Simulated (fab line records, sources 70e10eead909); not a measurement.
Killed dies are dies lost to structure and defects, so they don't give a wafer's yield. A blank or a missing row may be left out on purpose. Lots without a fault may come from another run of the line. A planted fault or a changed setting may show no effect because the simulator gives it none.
Which tool did it? | flow nand_harc | 13 lots, 39 wafers sampled, at 5 steps of a route of 1159

WHAT THE GAUGES READ, wafer by wafer
NHARC_END_SORT_01.
lot  | measured     | on        | killed_at_array | killed_at_other | killed_at_periphery | killed_dies | killed_open | killed_short
L388 | day 19 01:39 | prober-02 | 20 21 12        | 1 0 1           | 3 1 2               | 24 22 15    | 3 2 2       | 2 1 2
L389 | day 19 09:44 | prober-02 | 26 25 22        | 3 2 0           | 1 2 4               | 30 29 26    | 2 3 1       | 2 1 2
L391 | day 20 03:01 | prober-02 | 38 23 37        | 2 2 1           | 8 7 3               | 48 32 41    | 5 1 3       | 3 2 3
L390 | day 20 01:22 | prober-01 | 15 26 23        | 0 0 0           | 0 0 1               | 15 26 24    | 1 7 4       | 4 2 5
L392 | day 20 15:55 | prober-01 | 20 8 16         | 1 0 0           | 2 3 5               | 23 11 21    | 1 1 5       | 3 1 1
L394 | day 21 02:22 | prober-02 | 29 31 21        | 2 0 2           | 1 3 3               | 32 34 26    | 2 2 2       | 0 1 3
L396 | day 22 01:18 | prober-02 | 23 26 27        | 0 0 0           | 1 2 3               | 24 28 30    | 0 4 5       | 1 3 2
L399 | day 22 16:49 | prober-02 | 102 107 88      | 0 0 1           | 3 0 2               | 105 107 91  | 2 2 2       | 0 1 0
L401 | day 22 19:26 | prober-01 | 89 91 83        | 1 0 0           | 2 2 4               | 92 93 87    | 4 4 4       | 3 2 1
L403 | day 23 01:24 | prober-02 | 14 7 9          | 0 2 1           | 2 8 3               | 16 17 13    | 4 4 4       | 1 2 2
L406 | day 23 00:50 | prober-01 | 22 19 31        | 0 0 0           | 2 4 4               | 24 23 35    | 3 3 2       | 0 1 6
L407 | day 23 21:59 | prober-01 | 41 27 36        | 0 1 1           | 1 2 1               | 42 30 38    | 6 3 4       | 1 1 1
L410 | day 24 13:57 | prober-02 | 42 43 33        | 1 0 1           | 2 2 2               | 45 45 36    | 4 2 2       | 1 5 1

WHICH TOOL RAN EACH LOT (tool, then ch and the chambers of the sampled wafers, then the start)
lot  | NHARC_A_BLC_PRE_CLEAN_31     | NHARC_THIN_TSV_CMP_21         | NHARC_THIN_TSV_PRE_CLEAN_54  | NHARC_THIN_TSV_ETCH_59
L388 | pvd_sputter-01, day 17 02:00 | cmp-03 ch 0,2,3, day 18 15:19 | pvd_sputter-03, day 18 15:51 | rie_metal-03 ch 0,1, day 18 17:12
L389 | pvd_sputter-01, day 17 11:10 | cmp-02 ch 0,1,3, day 19 00:16 | pvd_sputter-01, day 19 00:46 | rie_metal-01 ch 0,1, day 19 02:08
L391 | pvd_sputter-03, day 17 19:38 | cmp-02 ch 1,3, day 19 07:18   | pvd_sputter-02, day 19 07:50 | rie_metal-02 ch 0,1, day 19 09:16
L390 | pvd_sputter-02, day 17 20:23 | cmp-02 ch 0,1,2, day 19 08:25 | pvd_sputter-03, day 19 08:57 | rie_metal-03 ch 1, day 19 10:18
L392 | pvd_sputter-01, day 18 21:25 | cmp-01 ch 0,1,2, day 20 04:28 | pvd_sputter-02, day 20 04:58 | rie_metal-02 ch 0,1, day 20 06:22
L394 | pvd_sputter-01, day 19 02:47 | cmp-02 ch 0,1,3, day 20 14:49 | pvd_sputter-03, day 20 15:19 | rie_metal-03 ch 0,1, day 20 16:43
L396 | pvd_sputter-02, day 20 02:37 | cmp-01 ch 0,1, day 21 10:05   | pvd_sputter-03, day 21 10:38 | rie_metal-01 ch 0,1, day 21 11:52
L399 | pvd_sputter-01, day 20 16:24 | cmp-03 ch 0,1,2, day 22 01:35 | pvd_sputter-02, day 22 02:08 | rie_metal-03 ch 0,1, day 22 03:21
L401 | pvd_sputter-01, day 20 19:17 | cmp-02 ch 1,2,3, day 22 02:22 | pvd_sputter-02, day 22 02:52 | rie_metal-01 ch 0,1, day 22 04:08
L403 | pvd_sputter-03, day 20 20:46 | cmp-03 ch 1,2, day 22 04:25   | pvd_sputter-01, day 22 04:58 | rie_metal-02 ch 0, day 22 06:22
L406 | pvd_sputter-03, day 20 22:40 | cmp-01 ch 0,1,3, day 22 06:27 | pvd_sputter-01, day 22 06:59 | rie_metal-02 ch 0,1, day 22 08:22
L407 | pvd_sputter-03, day 21 19:15 | cmp-02 ch 2,3, day 23 06:12   | pvd_sputter-03, day 23 06:43 | rie_metal-03 ch 0,1, day 23 08:07
L410 | pvd_sputter-02, day 22 10:10 | cmp-03 ch 0,1,2, day 24 01:27 | pvd_sputter-02, day 24 01:56 | rie_metal-02 ch 0,1, day 24 03:15
- NHARC_A_BLC_PRE_CLEAN_31: time 15 s.
- NHARC_THIN_TSV_CMP_21: polishes, t overpolish 30 s, target thk 2000 nm.
- NHARC_THIN_TSV_PRE_CLEAN_54: time 30 s.
- NHARC_THIN_TSV_ETCH_59: etches the open film in Cl2/BCl3, target depth 880 nm, time 138.1 s.

WHAT THE TOOLS THEMSELVES READ (means of the sampled wafers that have a number; where no wafer has one, the mark that the record gives instead)
NHARC_A_BLC_PRE_CLEAN_31.
lot  | tool           | bias_v (V)
L388 | pvd_sputter-01 | 249.4
L389 | pvd_sputter-01 | 249.0
L391 | pvd_sputter-03 | 253.0
L390 | pvd_sputter-02 | 250.7
L392 | pvd_sputter-01 | 249.5
L394 | pvd_sputter-01 | 250.6
L396 | pvd_sputter-02 | 249.9
L399 | pvd_sputter-01 | 248.2
L401 | pvd_sputter-01 | 250.6
L403 | pvd_sputter-03 | 252.1
L406 | pvd_sputter-03 | 250.9
L407 | pvd_sputter-03 | 252.1
L410 | pvd_sputter-02 | 251.7

NHARC_THIN_TSV_CMP_21.
lot  | tool   | motor_current_A (A) | overpolish_run_s (s) | retaining_ring_pressure_frac
L388 | cmp-03 | 12.1                | 29.992               | 0.998
L389 | cmp-02 | 11.4                | 29.996               | 1.003
L391 | cmp-02 | 12.4                | 29.996               | 1.003
L390 | cmp-02 | 12.6                | 29.990               | 1.001
L392 | cmp-01 | 11.1                | 29.999               | 1.001
L394 | cmp-02 | 11.4                | 30.012               | 0.997
L396 | cmp-01 | 11.3                | 29.993               | 0.999
L399 | cmp-03 | 12.3                | 30.005               | 1.000
L401 | cmp-02 | 12.0                | 30.002               | 0.998
L403 | cmp-03 | 11.5                | 29.999               | 1.000
L406 | cmp-01 | 10.9                | 30.003               | 1.006
L407 | cmp-02 | 10.3                | 30.000               | 1.005
L410 | cmp-03 | 12.7                | 29.997               | 1.002

NHARC_THIN_TSV_PRE_CLEAN_54.
lot  | tool           | heater_power_w (W)
L388 | pvd_sputter-03 | 381
L389 | pvd_sputter-01 | 386
L391 | pvd_sputter-02 | 447
L390 | pvd_sputter-03 | 400
L392 | pvd_sputter-02 | 444
L394 | pvd_sputter-03 | 384
L396 | pvd_sputter-03 | 406
L399 | pvd_sputter-02 | 440
L401 | pvd_sputter-02 | 423
L403 | pvd_sputter-01 | 387
L406 | pvd_sputter-01 | 386
L407 | pvd_sputter-03 | 385
L410 | pvd_sputter-02 | 438

NHARC_THIN_TSV_ETCH_59.
lot  | tool         | drypump_motor_current_A (A) | oes_product_au (a.u.) | rf_fwd_power_W (W) | throttle_valve_pct (%)
L388 | rie_metal-03 | 5.62                        | 1.010                 | 894                | 22.264
L389 | rie_metal-01 | 5.86                        | 0.985                 | 893                | 22.255
L391 | rie_metal-02 | 5.70                        | 1.010                 | 892                | 22.262
L390 | rie_metal-03 | 5.32                        | 1.018                 | 894                | 22.256
L392 | rie_metal-02 | 5.70                        | 1.014                 | 897                | 22.269
L394 | rie_metal-03 | 5.49                        | 0.989                 | 892                | 22.264
L396 | rie_metal-01 | 5.63                        | 0.998                 | 898                | 22.261
L399 | rie_metal-03 | 5.46                        | 0.996                 | 892                | 22.275
L401 | rie_metal-01 | 5.64                        | 0.996                 | 898                | 22.261
L403 | rie_metal-02 | 5.97                        | 1.016                 | 892                | 22.261
L406 | rie_metal-02 | 5.85                        | 1.005                 | 894                | 22.264
L407 | rie_metal-03 | 5.47                        | 0.998                 | 893                | 22.270
L410 | rie_metal-02 | 5.71                        | 0.999                 | 896                | 22.263

THE ANSWER, worked out from the rows above alone
Rule: what is usual is taken from the lots themselves. Put in order of their means at a reading, lots are off if they are a third of the lots or fewer, leave a main group of 4 or more, and stand apart from it by a gap of 3 or more times the standard deviation of the main group's means; of several such gaps the widest counts. A main group whose means are all the same, to the digits that the tables above print for the reading, isn't used. A lot without any number at a reading at which 4 lots or more have one is off too. The other lots that the step has rows for count as sound. The gauges are gone through in route order, then the tools' own readings, and for those a lot's mean is taken as printed above. The first step at which some lot is off is used, and at that step the reading that is off furthest; a lot without a number counts as furthest.
Off: L399, L401, at NHARC_END_SORT_01 (killed_at_array). The main group: mean 25, standard deviation 8.3.
A tool fits if, at a process step before that reading, it ran every lot that is off, and no sound lot after the first of them. The gauges at NHARC_END_SORT_01 are tried like those tools. One fits: pvd_sputter-01 at NHARC_A_BLC_PRE_CLEAN_31. Its last sound lot is L394 (day 19 02:47), its first lot that is off L399 (day 20 16:24): a fault that began between those two fits.

WHAT THE SIMULATOR HAD PUT IN
Chamber particle source: pvd_sputter-01, from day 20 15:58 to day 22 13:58, at NHARC_A_BLC_PRE_CLEAN_31. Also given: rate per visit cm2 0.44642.
Lots struck among those shown: L399, L401. The rule above found the same.
